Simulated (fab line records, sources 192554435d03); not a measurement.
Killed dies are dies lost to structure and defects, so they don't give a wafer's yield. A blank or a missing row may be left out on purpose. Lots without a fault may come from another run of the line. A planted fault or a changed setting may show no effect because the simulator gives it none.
Which tool did it? | flow n5_finfet | 15 lots, 43 wafers sampled, at 5 steps of a route of 1938

WHAT THE GAUGES READ, wafer by wafer
N5_BEOL_M4_RC_MEAS_101. Usual: DIBL_N 35.9 mV/V, standard deviation 1.4; DIBL_P 35.9 mV/V, standard deviation 1.7; IOFF_N 0.155 nA/um, standard deviation 0.023; IOFF_P 0.201 nA/um, standard deviation 0.029; ION_N 672 uA/um, standard deviation 8.8; ION_P 460 uA/um, standard deviation 7; SS_N 71.6 mV/dec, standard deviation 0.48; SS_P 73.1 mV/dec, standard deviation 0.64; VT_N 250.0 mV, standard deviation 3; VT_P -251.6 mV, standard deviation 3.
lot  | measured     | on        | DIBL_N (mV/V)  | DIBL_P (mV/V)  | IOFF_N (nA/um)    | IOFF_P (nA/um)    | ION_N (uA/um) | ION_P (uA/um) | SS_N (mV/dec)  | SS_P (mV/dec)  | VT_N (mV)         | VT_P (mV)            | flag
L287 | day 8 02:14  | prober-02 | 34.6 38.2 37.1 | 35.1 38.6 37.4 | 0.131 0.191 0.174 | 0.195 0.252 0.229 | 667 680 672   | 460 464 459   | 71.7 72.2 71.7 | 73.3 74.6 74.0 | 250.4 245.9 247.3 | -252.1 -250.6 -249.8 |
L288 | day 8 04:57  | prober-02 | 34.9 34.1 35.3 | 33.6 33.5 35.0 | 0.130 0.120 0.145 | 0.184 0.181 0.213 | 652 660 664   | 452 455 463   | 71.9 71.0 71.7 | 72.2 72.6 72.7 | 256.1 254.3 251.9 | -249.7 -250.7 -250.3 |
L289 | day 8 14:56  | prober-02 | 35.3 35.4 36.0 | 34.0 34.6 36.0 | 0.146 0.144 0.163 | 0.207 0.206 0.232 | 672 670 688   | 469 462 475   | 71.8 71.1 72.0 | 72.6 73.0 73.2 | 252.7 250.4 248.6 | -248.6 -247.5 -247.8 |
L290 | day 9 02:19  | prober-02 | 36.2 37.7 35.9 | 35.5 36.6 35.5 | 0.143 0.163 0.145 | 0.188 0.202 0.190 | 669 666 674   | 458 456 462   | 71.7 72.1 71.3 | 72.4 73.5 72.6 | 251.5 251.0 250.1 | -255.1 -252.9 -252.0 |
L292 | day 8 23:53  | prober-01 | 32.8 35.5 35.6 | 34.9 37.1 37.1 | 0.126 0.165 0.161 | 0.168 0.200 0.208 | 663 671 668   | 453 456 459   | 71.3 71.5 72.1 | 73.3 73.6 73.6 | 254.2 250.1 251.3 | -257.0 -254.1 -250.2 |
L291 | day 9 06:42  | prober-01 | 36.1 36.0 35.6 | 36.3 36.4 36.0 | 0.168 0.163 0.172 | 0.217 0.207 0.213 | 675 676 673   | 460 458 457   | 72.0 71.1 71.3 | 73.0 73.4 73.2 | 247.6 250.3 248.9 | -250.3 -251.0 -250.2 |
L294 | day 10 00:45 | prober-02 | 33.8 35.1 34.4 | 33.6 34.5 34.1 | 0.126 0.141 0.131 | 0.147 0.155 0.148 | 669 669 665   | 453 443 448   | 70.9 71.8 70.8 | 72.7 72.7 72.1 | 251.1 251.5 252.5 | -256.9 -256.8 -256.1 |
L296 | day 10 18:28 | prober-02 | 33.1 35.3 33.2 | 31.8 34.6 32.0 | 0.114 0.157 0.117 | 0.162 0.205 0.164 | 657 674 674   | 454 459 458   | 71.0 71.5 69.9 | 72.5 73.1 71.5 | 251.4 247.7 253.3 | -253.1 -252.2 -252.7 |
L297 | day 11 03:59 | prober-01 | 34.5 37.0 35.2 | 35.1 37.8 35.1 | 0.126 0.169 0.134 | 0.184 0.221 0.179 | 654 685 661   | 457 474 460   | 71.1 71.7 70.8 | 72.0 73.6 72.5 | 255.7 249.0 250.9 | -250.0 -250.5 -252.3 |
L302 | day 12 10:20 | prober-02 | 36.0 36.6      | 36.6 37.4      | 0.150 0.164       | 0.225 0.237       | 664 683       | 461 474       | 71.5 72.0      | 73.4 73.5      | 249.7 247.9       | -246.4 -245.8        |
L305 | day 12 15:20 | prober-02 | 34.5 34.9 34.1 | 34.7 35.5 34.6 | 0.131 0.134 0.125 | 0.146 0.149 0.140 | 660 680 658   | 448 456 445   | 71.4 71.4 71.2 | 72.9 73.7 72.8 | 254.0 254.3 251.2 | -258.7 -256.1 -257.9 |
L306 | day 12 22:56 | prober-01 | 36.6 36.3      | 37.5 37.9      | 0.168 0.170       | 0.213 0.217       | 682 676       | 461 460       | 72.3 72.0      | 73.8 74.1      | 248.7 248.1       | -250.7 -251.7        |
L307 | day 12 22:28 | prober-02 | 39.1 38.5 37.6 | 39.8 39.4 38.0 | 0.211 0.195 0.187 | 0.260 0.250 0.231 | 682 685 686   | 462 464 469   | 72.3 72.4 71.8 | 74.4 73.7 73.0 | 243.3 248.6 243.6 | -250.6 -249.5 -249.3 |
L308 | day 13 16:23 | prober-01 | 35.4 36.3 37.0 | 36.7 38.7 39.4 | 0.188 0.205 0.231 | 0.220 0.250 0.267 | 688 680 676   | 469 465 462   | 71.3 71.7 72.3 | 73.3 73.7 74.4 | 243.8 244.3 243.5 | -248.9 -249.2 -249.4 |
L309 | day 13 18:04 | prober-01 | 35.9 37.2 34.9 | 35.7 35.9 34.2 | 0.155 0.157 0.132 | 0.183 0.196 0.171 | 679 670 666   | 461 454 451   | 71.4 71.7 70.5 | 72.8 73.5 73.4 | 248.4 250.7 252.3 | -253.1 -252.3 -254.2 |

WHICH TOOL RAN EACH LOT (tool, then ch and the chambers of the sampled wafers, then the start)
lot  | N5_BEOL_M0_CUTY_ETCH_63            | N5_BEOL_M0_DEGAS_112         | N5_BEOL_M0_PRE_CLEAN_113     | N5_BEOL_M0_CVD_115
L287 | rie_diel-06 ch 1,3, day 5 20:08    | pvd_sputter-01, day 5 23:34  | pvd_sputter-01, day 5 23:36  | cvd_co-01 ch 0,2, day 6 00:08
L288 | rie_diel-02 ch 0,1, day 6 01:43    | pvd_sputter-01, day 6 03:22  | pvd_sputter-01, day 6 03:24  | cvd_co-02 ch 2, day 6 04:27
L289 | rie_diel-05 ch 1,3, day 6 10:37    | pvd_sputter-01, day 6 12:02  | pvd_sputter-01, day 6 12:05  | cvd_co-01 ch 0,2, day 6 12:43
L290 | rie_diel-06 ch 1,2, day 6 14:41    | pvd_sputter-01, day 6 16:39  | pvd_sputter-01, day 6 16:41  | cvd_co-01 ch 0,2, day 6 17:24
L292 | rie_diel-05 ch 0,1,2, day 7 03:18  | pvd_sputter-01, day 7 04:27  | pvd_sputter-01, day 7 04:29  | cvd_co-01 ch 0,2, day 7 06:12
L291 | rie_diel-06 ch 0,1,3, day 7 03:59  | pvd_sputter-02, day 7 08:32  | pvd_sputter-02, day 7 08:35  | cvd_co-01 ch 0,2, day 7 08:59
L294 | rie_diel-05 ch 1,3, day 7 10:31    | pvd_sputter-02, day 7 14:25  | pvd_sputter-02, day 7 14:28  | cvd_co-02 ch 0,1,2, day 7 14:52
L296 | rie_diel-02 ch 0,1,3, day 8 08:26  | pvd_sputter-02, day 8 13:55  | pvd_sputter-02, day 8 13:58  | cvd_co-02 ch 0,1,2, day 8 14:33
L297 | rie_diel-05 ch 1,2,3, day 8 12:01  | pvd_sputter-01, day 8 16:16  | pvd_sputter-01, day 8 16:19  | cvd_co-01 ch 0,2, day 8 16:46
L302 | rie_diel-02 ch 0,1, day 9 14:35    | pvd_sputter-03, day 9 19:24  | pvd_sputter-03, day 9 19:26  | cvd_co-02 ch 0,2, day 9 20:26
L305 | rie_diel-02 ch 1,2, day 10 05:53   | pvd_sputter-01, day 10 07:46 | pvd_sputter-01, day 10 07:48 | cvd_co-02 ch 0,1,2, day 10 08:21
L306 | rie_diel-06 ch 1,2, day 10 17:51   | pvd_sputter-01, day 10 22:44 | pvd_sputter-01, day 10 22:46 | cvd_co-02 ch 0,2, day 10 23:08
L307 | rie_diel-02 ch 0,2, day 10 19:10   | pvd_sputter-01, day 10 22:59 | pvd_sputter-01, day 10 23:02 | cvd_co-01 ch 0,2, day 10 23:50
L308 | rie_diel-02 ch 0,1,3, day 11 07:29 | pvd_sputter-01, day 11 12:57 | pvd_sputter-01, day 11 12:59 | cvd_co-01 ch 0,1, day 11 13:25
L309 | rie_diel-06 ch 2,3, day 11 08:24   | pvd_sputter-02, day 11 18:44 | pvd_sputter-02, day 11 18:47 | cvd_co-01 ch 1,2, day 11 19:11
- N5_BEOL_M0_CUTY_ETCH_63: etches SOC in N2/H2, target depth 82.7 nm, overetch 16.5 nm, time 124 s.
- N5_BEOL_M0_DEGAS_112: time 60 s.
- N5_BEOL_M0_PRE_CLEAN_113: time 30 s.
- N5_BEOL_M0_CVD_115: deposits Co from CCTBA/H2, time 120 s.

WHAT THE TOOLS THEMSELVES READ (means of the sampled wafers that have a number; where no wafer has one, the mark that the record gives instead)
N5_BEOL_M0_CUTY_ETCH_63. Usual: bias_w 149.9 W, standard deviation 0.42; drypump_motor_current_A 5.8 A, standard deviation 0.49; oes_product_au 0.65 a.u., standard deviation 0.073; rf_vpp_V 524.9 V, standard deviation 2.8; showerhead_plenum_p_Torr 2.58 Torr, standard deviation 0.096; throttle_valve_pct 17.85 %, standard deviation 0.29.
lot  | tool        | bias_w (W) | drypump_motor_current_A (A) | oes_product_au (a.u.) | rf_vpp_V (V) | showerhead_plenum_p_Torr (Torr) | throttle_valve_pct (%) | flag
L287 | rie_diel-06 | 149.7      | 5.8                         | 0.63                  | 523.2        | 2.51                            | 18.21                  |
L288 | rie_diel-02 | 149.9      | 6.5                         | 0.66                  | 526.6        | 2.64                            | 17.55                  |
L289 | rie_diel-05 | 149.9      | 5.1                         | 0.66                  | 524.3        | 2.61                            | 18.01                  |
L290 | rie_diel-06 | 150.0      | 5.6                         | 0.57                  | 520.2        | 2.42                            | 18.38                  |
L292 | rie_diel-05 | 149.7      | 5.6                         | 0.74                  | 525.4        | 2.60                            | 17.69                  |
L291 | rie_diel-06 | 149.6      | 5.8                         | 0.62                  | 523.7        | 2.55                            | 18.15                  |
L294 | rie_diel-05 | 149.9      | 5.1                         | 0.65                  | 525.2        | 2.61                            | 18.03                  |
L296 | rie_diel-02 | 149.8      | 6.2                         | 0.62                  | 524.6        | 2.57                            | 17.69                  |
L297 | rie_diel-05 | 149.7      | 5.2                         | 0.66                  | 525.7        | 2.65                            | 17.87                  |
L302 | rie_diel-02 | 150.2      | 6.5                         | 0.64                  | 525.8        | 2.60                            | 17.61                  |
L305 | rie_diel-02 | 150.0      | 6.4                         | 0.64                  | 527.1        | 2.66                            | 17.68                  |
L306 | rie_diel-06 | 149.3      | 5.5                         | 0.67                  | 524.2        | 2.56                            | 18.17                  |
L307 | rie_diel-02 | 150.0      | 6.2                         | 0.60                  | 523.7        | 2.55                            | 17.69                  |
L308 | rie_diel-02 | 150.2      | 6.2                         | 0.68                  | 524.5        | 2.56                            | 17.58                  |
L309 | rie_diel-06 | 149.7      | 5.5                         | 0.65                  | 525.4        | 2.60                            | 17.89                  |

N5_BEOL_M0_DEGAS_112. Usual: heater_power_w 317 W, standard deviation 30.
lot  | tool           | heater_power_w (W) | flag
L287 | pvd_sputter-01 | 307                |
L288 | pvd_sputter-01 | 306                |
L289 | pvd_sputter-01 | 314                |
L290 | pvd_sputter-01 | 307                |
L292 | pvd_sputter-01 | 319                |
L291 | pvd_sputter-02 | 342                |
L294 | pvd_sputter-02 | 328                |
L296 | pvd_sputter-02 | 306                |
L297 | pvd_sputter-01 | 330                |
L302 | pvd_sputter-03 | 300                |
L305 | pvd_sputter-01 | 312                |
L306 | pvd_sputter-01 | 335                |
L307 | pvd_sputter-01 | 326                |
L308 | pvd_sputter-01 | 303                |
L309 | pvd_sputter-02 | 351                |

N5_BEOL_M0_PRE_CLEAN_113. Usual: heater_power_w 319 W, standard deviation 31.
lot  | tool           | heater_power_w (W) | flag
L287 | pvd_sputter-01 | 311                |
L288 | pvd_sputter-01 | 311                |
L289 | pvd_sputter-01 | 317                |
L290 | pvd_sputter-01 | 309                |
L292 | pvd_sputter-01 | 314                |
L291 | pvd_sputter-02 | 348                |
L294 | pvd_sputter-02 | 337                |
L296 | pvd_sputter-02 | 313                |
L297 | pvd_sputter-01 | 332                |
L302 | pvd_sputter-03 | 296                |
L305 | pvd_sputter-01 | 308                |
L306 | pvd_sputter-01 | 332                |
L307 | pvd_sputter-01 | 334                |
L308 | pvd_sputter-01 | 301                |
L309 | pvd_sputter-02 | 356                |

N5_BEOL_M0_CVD_115. Usual: run_length_s 142.7 s, standard deviation 0.68.
lot  | tool      | run_length_s (s) | flag
L287 | cvd_co-01 | 142.7            |
L288 | cvd_co-02 | 142.6            |
L289 | cvd_co-01 | 142.7            |
L290 | cvd_co-01 | 142.7            |
L292 | cvd_co-01 | 142.5            |
L291 | cvd_co-01 | 142.9            |
L294 | cvd_co-02 | 142.8            |
L296 | cvd_co-02 | 142.7            |
L297 | cvd_co-01 | 142.8            |
L302 | cvd_co-02 | 109.7            | OFF
L305 | cvd_co-02 | 131.4            | OFF
L306 | cvd_co-02 | 126.5            | OFF
L307 | cvd_co-01 | 142.6            |
L308 | cvd_co-01 | 142.4            |
L309 | cvd_co-01 | 142.8            |

THE ANSWER, worked out from the rows above alone
Rule: a lot is off if the mean of its wafers that have a number lies more than 3 standard deviations from the usual mean. A lot without any number at a reading at which 4 lots or more have one is off too. The other lots that the step has rows for count as sound. The gauges are gone through in route order, then the tools' own readings, and for those a lot's mean is taken as printed above. The first step at which some lot is off is used, and at that step the reading that is off furthest; a lot without a number counts as furthest.
Off: L302, L305, L306, at N5_BEOL_M0_CVD_115 (run_length_s).
A tool fits if, at that step or a process step before it, it ran every lot that is off, and no sound lot after the first of them. One fits: cvd_co-02 at N5_BEOL_M0_CVD_115. Its last sound lot is L296 (day 8 14:33), its first lot that is off L302 (day 9 20:26): a fault that began between those two fits.
The tool's own readings at N5_BEOL_M0_CVD_115 bear it out: on the lots that are off they differ by more than 5 times the standard deviation of the sound lots' means. run_length_s reads 122.5 s there against 142.7 s on the sound lots.

WHAT THE SIMULATOR HAD PUT IN
Process parameter drift: cvd_co-02, from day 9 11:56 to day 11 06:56, at N5_BEOL_M0_CVD_115. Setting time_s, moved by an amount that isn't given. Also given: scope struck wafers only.
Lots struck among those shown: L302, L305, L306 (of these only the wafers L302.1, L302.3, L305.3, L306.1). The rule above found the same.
